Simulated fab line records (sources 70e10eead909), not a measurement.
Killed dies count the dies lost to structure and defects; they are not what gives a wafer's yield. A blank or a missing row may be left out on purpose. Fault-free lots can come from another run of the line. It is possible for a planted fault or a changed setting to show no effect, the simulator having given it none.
Which tool did it? :: flow nand harc :: 12 lots, 36 wafers sampled, at 5 steps of a route of 1302

== WHAT THE GAUGES SHOWED, per wafer ==
NHARC_END_SORT_01. Usual: killed at array 58, standard deviation 15; killed at other 0.8, standard deviation 1.2; killed at periphery 3.5, standard deviation 2.5; killed dies 62, standard deviation 15; killed open 3.2, standard deviation 1.7; killed short 2.4, standard deviation 1.5.
lot: L288
measured: day 30 12:04
on: prober-02
killed at array: 36 24 25
killed at other: 0 0 0
killed at periphery: 3 6 8
killed dies: 39 30 33
killed open: 3 3 3
killed short: 4 3 3
flag: 

== WHAT TOOL EACH LOT RAN ON (gives the tool, then ch and the chambers of the sampled wafers, and finally the start) ==
lot: L275
NHARC_A_STAIRCASE_HM_OPEN_460: rie diel-04 ch 0,3, day 17 23:11 or earlier
NHARC_A_STAIRCASE_STRIP_295: rie diel-04 ch 0,3, day 17 23:11 or earlier
NHARC_A_STAIRCASE_DEP_322: pecvd-02 ch 1,2, day 17 23:11
NHARC_A_STAIRCASE_DEP_325: pecvd-04 ch 0,1, day 18 06:39

lot: L282
NHARC_A_STAIRCASE_HM_OPEN_460: rie diel-04 ch 0,2,3, day 21 02:04 or earlier
NHARC_A_STAIRCASE_STRIP_295: rie diel-04 ch 0,2, day 21 02:04 or earlier
NHARC_A_STAIRCASE_DEP_322: pecvd-02 ch 0,1,2, day 21 02:04
NHARC_A_STAIRCASE_DEP_325: pecvd-02 ch 0,1,2, day 21 12:16

lot: L283
NHARC_A_STAIRCASE_HM_OPEN_460: rie diel-04 ch 0,2,3, day 21 09:20 or earlier
NHARC_A_STAIRCASE_STRIP_295: rie diel-04 ch 0,2, day 21 09:20 or earlier
NHARC_A_STAIRCASE_DEP_322: pecvd-04 ch 1,2, day 21 09:20
NHARC_A_STAIRCASE_DEP_325: pecvd-02 ch 0,1, day 21 19:28

lot: L287
NHARC_A_STAIRCASE_HM_OPEN_460: rie diel-04 ch 0,2,3, day 22 02:02 or earlier
NHARC_A_STAIRCASE_STRIP_295: rie diel-04 ch 0,3, day 22 02:02 or earlier
NHARC_A_STAIRCASE_DEP_322: pecvd-04 ch 0,2, day 22 02:02
NHARC_A_STAIRCASE_DEP_325: pecvd-04 ch 0,2, day 22 09:20

lot: L286
NHARC_A_STAIRCASE_HM_OPEN_460: rie diel-12 ch 0,1,2, day 22 02:02 or earlier
NHARC_A_STAIRCASE_STRIP_295: rie diel-12 ch 1,2,3, day 22 02:02 or earlier
NHARC_A_STAIRCASE_DEP_322: pecvd-02 ch 1,2, day 22 02:02
NHARC_A_STAIRCASE_DEP_325: pecvd-02 ch 1,2, day 22 09:14

lot: L288
NHARC_A_STAIRCASE_HM_OPEN_460: rie diel-04 ch 0,1,3, day 23 19:44 or earlier
NHARC_A_STAIRCASE_STRIP_295: rie diel-04 ch 0,1,3, day 23 19:44 or earlier
NHARC_A_STAIRCASE_DEP_322: pecvd-04 ch 0,1,2, day 23 19:44
NHARC_A_STAIRCASE_DEP_325: pecvd-04 ch 0,1,2, day 24 05:47

lot: L291
NHARC_A_STAIRCASE_HM_OPEN_460: rie diel-11 ch 0,1,2, day 24 18:34 or earlier
NHARC_A_STAIRCASE_STRIP_295: rie diel-11 ch 0,3, day 24 18:34 or earlier
NHARC_A_STAIRCASE_DEP_322: pecvd-02 ch 1,2, day 24 18:34
NHARC_A_STAIRCASE_DEP_325: pecvd-02 ch 0,1, day 25 01:53

lot: L294
NHARC_A_STAIRCASE_HM_OPEN_460: rie diel-12 ch 0,1,2, day 25 07:50 or earlier
NHARC_A_STAIRCASE_STRIP_295: rie diel-12 ch 0,3, day 25 07:50 or earlier
NHARC_A_STAIRCASE_DEP_322: pecvd-02 ch 0,1, day 25 07:50
NHARC_A_STAIRCASE_DEP_325: pecvd-03 ch 1,2, day 25 15:49

lot: L293
NHARC_A_STAIRCASE_HM_OPEN_460: rie diel-12 ch 0,1,2, day 25 18:41 or earlier
NHARC_A_STAIRCASE_STRIP_295: rie diel-12 ch 1,3, day 25 18:41 or earlier
NHARC_A_STAIRCASE_DEP_322: pecvd-04 ch 0,1,2, day 25 18:41
NHARC_A_STAIRCASE_DEP_325: pecvd-02 ch 1,2, day 26 07:37

lot: L295
NHARC_A_STAIRCASE_HM_OPEN_460: rie diel-12 ch 0,3, day 26 04:44 or earlier
NHARC_A_STAIRCASE_STRIP_295: rie diel-12 ch 0,2,3, day 26 04:44 or earlier
NHARC_A_STAIRCASE_DEP_322: pecvd-04 ch 0,1, day 26 04:44
NHARC_A_STAIRCASE_DEP_325: pecvd-02 ch 0,2, day 26 13:22

lot: L298
NHARC_A_STAIRCASE_HM_OPEN_460: rie diel-12 ch 0,1,2, day 27 12:41 or earlier
NHARC_A_STAIRCASE_STRIP_295: rie diel-12 ch 1,3, day 27 12:41 or earlier
NHARC_A_STAIRCASE_DEP_322: pecvd-03 ch 0,2, day 27 12:41
NHARC_A_STAIRCASE_DEP_325: pecvd-03 ch 0,1,2, day 27 20:18

lot: L297
NHARC_A_STAIRCASE_HM_OPEN_460: rie diel-11 ch 1,2,3, day 28 20:14 or earlier
NHARC_A_STAIRCASE_STRIP_295: rie diel-11 ch 0,1, day 28 20:14 or earlier
NHARC_A_STAIRCASE_DEP_322: pecvd-02 ch 0,2, day 28 20:14
NHARC_A_STAIRCASE_DEP_325: pecvd-02 ch 0,1,2, day 29 04:53
- NHARC_A_STAIRCASE_HM_OPEN_460: chemistry O2/COS.
- NHARC_A_STAIRCASE_STRIP_295: strips in O2.
- NHARC_A_STAIRCASE_DEP_322: deposits SiO2, target thk 7200 nm.
- NHARC_A_STAIRCASE_DEP_325: deposits SiO2, target thk 7200 nm.

== WHAT THE TOOLS THEMSELVES READ (means of the sampled wafers that have a number; where no wafer has one, the mark that the record gives instead) ==
NHARC_A_STAIRCASE_HM_OPEN_460. Usual: drypump motor current A 5.8 A, standard deviation 0.49; oes product au 0.999 a.u., standard deviation 0.0077; rf vpp V 467.5 V, standard deviation 2.5; showerhead plenum p Torr 3.14 Torr, standard deviation 0.11; throttle valve pct 28.330 %, standard deviation 0.0084.
lot: L275
tool: rie diel-04
drypump motor current A (A): 5.5
oes product au (a.u.): 1.001
rf vpp V (V): 466.6
showerhead plenum p Torr (Torr): 3.11
throttle valve pct (%): 28.328
flag: 

lot: L282
tool: rie diel-04
drypump motor current A (A): 5.8
oes product au (a.u.): 1.000
rf vpp V (V): 467.9
showerhead plenum p Torr (Torr): 3.17
throttle valve pct (%): 28.325
flag: 

lot: L283
tool: rie diel-04
drypump motor current A (A): 5.8
oes product au (a.u.): 0.997
rf vpp V (V): 467.4
showerhead plenum p Torr (Torr): 3.17
throttle valve pct (%): 28.323
flag: 

lot: L287
tool: rie diel-04
drypump motor current A (A): 5.8
oes product au (a.u.): 1.001
rf vpp V (V): 467.9
showerhead plenum p Torr (Torr): 3.16
throttle valve pct (%): 28.332
flag: 

lot: L286
tool: rie diel-12
drypump motor current A (A): 5.3
oes product au (a.u.): 1.003
rf vpp V (V): 467.8
showerhead plenum p Torr (Torr): 3.14
throttle valve pct (%): 28.329
flag: 

lot: L288
tool: rie diel-04
drypump motor current A (A): 5.9
oes product au (a.u.): 0.999
rf vpp V (V): 465.8
showerhead plenum p Torr (Torr): 3.06
throttle valve pct (%): 28.329
flag: 

lot: L291
tool: rie diel-11
drypump motor current A (A): 6.2
oes product au (a.u.): 1.004
rf vpp V (V): 469.0
showerhead plenum p Torr (Torr): 3.20
throttle valve pct (%): 28.324
flag: 

lot: L294
tool: rie diel-12
drypump motor current A (A): 5.3
oes product au (a.u.): 0.991
rf vpp V (V): 466.9
showerhead plenum p Torr (Torr): 3.13
throttle valve pct (%): 28.326
flag: 

lot: L293
tool: rie diel-12
drypump motor current A (A): 5.3
oes product au (a.u.): 0.992
rf vpp V (V): 466.9
showerhead plenum p Torr (Torr): 3.13
throttle valve pct (%): 28.325
flag: 

lot: L295
tool: rie diel-12
drypump motor current A (A): 5.7
oes product au (a.u.): 0.997
rf vpp V (V): 464.2
showerhead plenum p Torr (Torr): 3.01
throttle valve pct (%): 28.331
flag: 

lot: L298
tool: rie diel-12
drypump motor current A (A): 5.3
oes product au (a.u.): 0.991
rf vpp V (V): 466.2
showerhead plenum p Torr (Torr): 3.12
throttle valve pct (%): 28.330
flag: 

lot: L297
tool: rie diel-11
drypump motor current A (A): 5.8
oes product au (a.u.): 1.001
rf vpp V (V): 467.5
showerhead plenum p Torr (Torr): 3.14
throttle valve pct (%): 28.333
flag: 

NHARC_A_STAIRCASE_STRIP_295. Usual: drypump motor current A 5.8 A, standard deviation 0.49; oes product au 0.998 a.u., standard deviation 0.0075; rf vpp V 58.0 V, standard deviation 0.92; showerhead plenum p Torr 3.55 Torr, standard deviation 0.12; throttle valve pct 17.037 %, standard deviation 0.0095.
lot: L275
tool: rie diel-04
drypump motor current A (A): 5.7
oes product au (a.u.): 0.995
rf vpp V (V): 57.8
showerhead plenum p Torr (Torr): 3.63
throttle valve pct (%): 17.036
flag: 

lot: L282
tool: rie diel-04
drypump motor current A (A): 5.9
oes product au (a.u.): 0.992
rf vpp V (V): 57.6
showerhead plenum p Torr (Torr): 3.54
throttle valve pct (%): 17.037
flag: 

lot: L283
tool: rie diel-04
drypump motor current A (A): 5.9
oes product au (a.u.): 0.992
rf vpp V (V): 58.0
showerhead plenum p Torr (Torr): 3.54
throttle valve pct (%): 17.035
flag: 

lot: L287
tool: rie diel-04
drypump motor current A (A): 5.8
oes product au (a.u.): 1.004
rf vpp V (V): 58.1
showerhead plenum p Torr (Torr): 3.61
throttle valve pct (%): 17.040
flag: 

lot: L286
tool: rie diel-12
drypump motor current A (A): 5.7
oes product au (a.u.): 0.999
rf vpp V (V): 58.2
showerhead plenum p Torr (Torr): 3.54
throttle valve pct (%): 17.039
flag: 

lot: L288
tool: rie diel-04
drypump motor current A (A): 6.0
oes product au (a.u.): 0.997
rf vpp V (V): 57.0
showerhead plenum p Torr (Torr): 3.46
throttle valve pct (%): 17.043
flag: 

lot: L291
tool: rie diel-11
drypump motor current A (A): 5.9
oes product au (a.u.): 1.005
rf vpp V (V): 56.9
showerhead plenum p Torr (Torr): 3.56
throttle valve pct (%): 17.035
flag: 

lot: L294
tool: rie diel-12
drypump motor current A (A): 5.4
oes product au (a.u.): 0.999
rf vpp V (V): 57.1
showerhead plenum p Torr (Torr): 3.42
throttle valve pct (%): 17.032
flag: 

lot: L293
tool: rie diel-12
drypump motor current A (A): 5.7
oes product au (a.u.): 0.991
rf vpp V (V): 57.3
showerhead plenum p Torr (Torr): 3.52
throttle valve pct (%): 17.035
flag: 

lot: L295
tool: rie diel-12
drypump motor current A (A): 5.5
oes product au (a.u.): 0.994
rf vpp V (V): 57.7
showerhead plenum p Torr (Torr): 3.47
throttle valve pct (%): 17.039
flag: 

lot: L298
tool: rie diel-12
drypump motor current A (A): 5.7
oes product au (a.u.): 1.002
rf vpp V (V): 57.8
showerhead plenum p Torr (Torr): 3.51
throttle valve pct (%): 17.033
flag: 

lot: L297
tool: rie diel-11
drypump motor current A (A): 6.3
oes product au (a.u.): 1.011
rf vpp V (V): 57.8
showerhead plenum p Torr (Torr): 3.61
throttle valve pct (%): 17.042
flag: 

NHARC_A_STAIRCASE_DEP_322. Usual: heater power w 682 W, standard deviation 120; mfc precursor sccm 199.9 sccm, standard deviation 0.6.
lot: L275
tool: pecvd-02
heater power w (W): 595
mfc precursor sccm (sccm): 199.7
flag: 

lot: L282
tool: pecvd-02
heater power w (W): 708
mfc precursor sccm (sccm): 200.4
flag: 

lot: L283
tool: pecvd-04
heater power w (W): 678
mfc precursor sccm (sccm): 200.6
flag: 

lot: L287
tool: pecvd-04
heater power w (W): 611
mfc precursor sccm (sccm): 199.9
flag: 

lot: L286
tool: pecvd-02
heater power w (W): 704
mfc precursor sccm (sccm): 200.9
flag: 

lot: L288
tool: pecvd-04
heater power w (W): 700
mfc precursor sccm (sccm): 200.1
flag: 

lot: L291
tool: pecvd-02
heater power w (W): 628
mfc precursor sccm (sccm): 199.7
flag: 

lot: L294
tool: pecvd-02
heater power w (W): 775
mfc precursor sccm (sccm): 199.9
flag: 

lot: L293
tool: pecvd-04
heater power w (W): 600
mfc precursor sccm (sccm): 199.7
flag: 

lot: L295
tool: pecvd-04
heater power w (W): 569
mfc precursor sccm (sccm): 199.8
flag: 

lot: L298
tool: pecvd-03
heater power w (W): 670
mfc precursor sccm (sccm): 200.0
flag: 

lot: L297
tool: pecvd-02
heater power w (W): 675
mfc precursor sccm (sccm): 199.6
flag: 

NHARC_A_STAIRCASE_DEP_325. Usual: heater power w 680 W, standard deviation 120; mfc precursor sccm 200.0 sccm, standard deviation 0.59.
lot: L275
tool: pecvd-04
heater power w (W): 629
mfc precursor sccm (sccm): 199.9
flag: 

lot: L282
tool: pecvd-02
heater power w (W): 683
mfc precursor sccm (sccm): 255.1
flag: OFF

lot: L283
tool: pecvd-02
heater power w (W): 737
mfc precursor sccm (sccm): 254.9
flag: OFF

lot: L287
tool: pecvd-04
heater power w (W): 607
mfc precursor sccm (sccm): 200.3
flag: 

lot: L286
tool: pecvd-02
heater power w (W): 689
mfc precursor sccm (sccm): 255.7
flag: OFF

lot: L288
tool: pecvd-04
heater power w (W): 682
mfc precursor sccm (sccm): 200.0
flag: 

lot: L291
tool: pecvd-02
heater power w (W): 729
mfc precursor sccm (sccm): 200.1
flag: 

lot: L294
tool: pecvd-03
heater power w (W): 778
mfc precursor sccm (sccm): 200.8
flag: 

lot: L293
tool: pecvd-02
heater power w (W): 620
mfc precursor sccm (sccm): 199.9
flag: 

lot: L295
tool: pecvd-02
heater power w (W): 611
mfc precursor sccm (sccm): 199.8
flag: 

lot: L298
tool: pecvd-03
heater power w (W): 646
mfc precursor sccm (sccm): 199.5
flag: 

lot: L297
tool: pecvd-02
heater power w (W): 695
mfc precursor sccm (sccm): 200.3
flag: 

== THE ANSWER, worked out from the rows above alone ==
Rule: lot off if the mean of its wafers having a number is beyond 3 standard deviations from the usual mean. Also off: a lot with no number at a reading for which 4 or more lots have one. The other lots that the step has rows for count as sound. The gauges are gone through in route order, then the tools' own readings, and for those a lot's mean is taken as printed above. At the first step where some lot is off, the reading lying furthest off is the one used; lots without a number count as furthest.
Off, at NHARC_A_STAIRCASE_DEP_325 on mfc precursor sccm: L282, L283, L286.
If a tool, at that step or one of the process steps before it, ran each lot that is off and ran no sound lot following the first of them, it fits. Because NHARC_A_STAIRCASE_HM_OPEN_460 lacks a start for some lots, the hours and order of its lots are taken from NHARC_A_STAIRCASE_DEP_322. Because NHARC_A_STAIRCASE_STRIP_295 lacks a start for some lots, the hours and order of its lots are taken from NHARC_A_STAIRCASE_DEP_322. Not one of the candidates tried fits.

== WHAT WAS PUT IN BY THE SIMULATOR ==
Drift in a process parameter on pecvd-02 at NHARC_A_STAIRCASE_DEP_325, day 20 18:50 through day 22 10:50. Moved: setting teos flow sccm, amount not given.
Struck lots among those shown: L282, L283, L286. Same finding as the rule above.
